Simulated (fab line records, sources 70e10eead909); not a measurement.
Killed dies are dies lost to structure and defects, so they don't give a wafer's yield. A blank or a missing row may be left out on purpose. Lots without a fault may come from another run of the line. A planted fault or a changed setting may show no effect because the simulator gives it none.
A struck lot beside a sound one | flow nand_harc | 15 steps out of a route of 1159
Sound: wafers L266.1, L266.2, L266.6. Struck: wafer L272.4. (L272.1, L272.2 of the same lot were not struck and are left out.) The cause comes at the end.
At each step with rows: each side's tool, then ch and its chambers, then its first start. Under that, the readings that differ: sound wafers | struck wafers | difference of the means | sigmas: that difference in standard deviations of wafers without a fault.
alike: readings whose means differ by less than 2 such deviations, and words and numbers that are the same on both sides. not compared: withheld readings, readings that some wafer has no value for, bounds like >300 that may hide the same value, and numbers for which the record gives no deviation and whose values overlap.
The two part at a step that has a row with sigmas, a row that says differs or no value, or rows on one side only. Numbers that don't overlap but have no deviation are shown without sigmas and don't part them. A reading that every wafer of one side lacks parts them only if that side has two wafers or more.

first, 4 steps without rows for these wafers: NHARC_A_BONDPAD_EBR_05; NHARC_A_BONDPAD_EXPOSE_06 (exposes mask A BPAD); NHARC_A_BONDPAD_PEB_07 (peb time 80 s); NHARC_A_BONDPAD_DEVELOP_08 (time 50 s).
NHARC_A_BONDPAD_CD_MEAS_09: target cd 500 nm.
  sound on cd_sem-03 ch 0, day 20 00:17; struck on cd_sem-02 ch 0, day 21 05:08
  alike: cd_nm
NHARC_A_BONDPAD_OVL_MEAS_35:
  sound on overlay-02, day 20 00:22; struck on overlay-01, day 21 05:13
  alike: overlay_x_nm, overlay_y_nm
then, 1 step without rows for these wafers: NHARC_A_BONDPAD_HARDBAKE_10 (time 65 s).
NHARC_A_BONDPAD_DESCUM_11: chemistry O2, time 3 s.
  sound on rie_diel-09 ch 1,3, day 20 00:30; struck on rie_diel-09 ch 2, day 21 05:20
  alike: drypump_motor_current_A, oes_product_au, rf_vpp_V, showerhead_plenum_p_Torr, throttle_valve_pct
  not compared: rf_hours_counter_h
NHARC_A_BONDPAD_ETCH_34: etches the open film in N2/H2, target depth 60 nm, overetch 18 nm, time 65.91 s.
  sound on rie_diel-09 ch 2,3, day 20 00:35; struck on rie_diel-09 ch 1, day 21 05:26
  alike: drypump_motor_current_A, h2_flow_sccm, oes_product_au, rf_vpp_V, showerhead_plenum_p_Torr, throttle_valve_pct
  not compared: rf_hours_counter_h
NHARC_A_BONDPAD_ETCH_12: etches the open film in CHF3/O2, target depth 220 nm, time 110 s.
  sound on rie_diel-09 ch 0,3; struck on rie_diel-09 ch 1
  alike: drypump_motor_current_A, oes_product_au, rf_vpp_V, showerhead_plenum_p_Torr, throttle_valve_pct
  not compared: rf_hours_counter_h
NHARC_A_BONDPAD_CD_MEAS_13:
  sound on cd_sem-03, day 20 00:48; struck on cd_sem-02, day 21 05:40
  alike: cd_nm
NHARC_A_BONDPAD_STRIP_15: strips in O2.
  sound on rie_diel-09 ch 0,2, day 20 00:55; struck on rie_diel-09 ch 3, day 21 05:45
  reading                     | sound       | struck | difference | sigmas
  drypump_motor_current_A (A) | 6.2 6.2 6.2 | 5.2    | -1.0       | -2
  alike: oes_product_au, rf_vpp_V, showerhead_plenum_p_Torr, throttle_valve_pct
  not compared: rf_hours_counter_h
NHARC_A_BONDPAD_ETCH_24: etches the open film in CF4/N2, target depth 30 nm, time 72.99 s.
  sound on rie_diel-09 ch 0,2, day 20 01:02; struck on rie_diel-09 ch 1, day 21 05:53
  reading        | sound       | struck  | difference | sigmas
  over_etch_frac | 0.3 0.3 0.3 | 0.27734 | -0.02266   |
  alike: drypump_motor_current_A, oes_product_au, rf_vpp_V, showerhead_plenum_p_Torr, throttle_valve_pct
  not compared: rf_hours_counter_h
then, 1 step without rows for these wafers: NHARC_A_BONDPAD_STRIP_16 (strips in post etch residue remover, time 600 s).
NHARC_END_SORT_01:
  sound on prober-01 ch 0, day 21 09:27; struck on prober-01 ch 0, day 22 16:13
  reading             | sound          | struck | difference | sigmas
  killed_at_other     | 0 5 1          | 0      | -2         | -3
  killed_at_periphery | 1 0 2          | 6      | +5         | +2
  sort_bin_3_pct (%)  | 0.59 0.74 0.44 | 0      | -1         | -3
  alike: defect_limited_yield, killed_at_array, killed_dies, killed_open, killed_short, sort_bin_2_pct, sort_bin_4_pct, sort_n_pass, sort_rim_yield_pct, sort_yield_pct

WHERE THEY PART
First at NHARC_A_BONDPAD_STRIP_15; last, within this record, at NHARC_END_SORT_01.

WHY: what the simulator had put in
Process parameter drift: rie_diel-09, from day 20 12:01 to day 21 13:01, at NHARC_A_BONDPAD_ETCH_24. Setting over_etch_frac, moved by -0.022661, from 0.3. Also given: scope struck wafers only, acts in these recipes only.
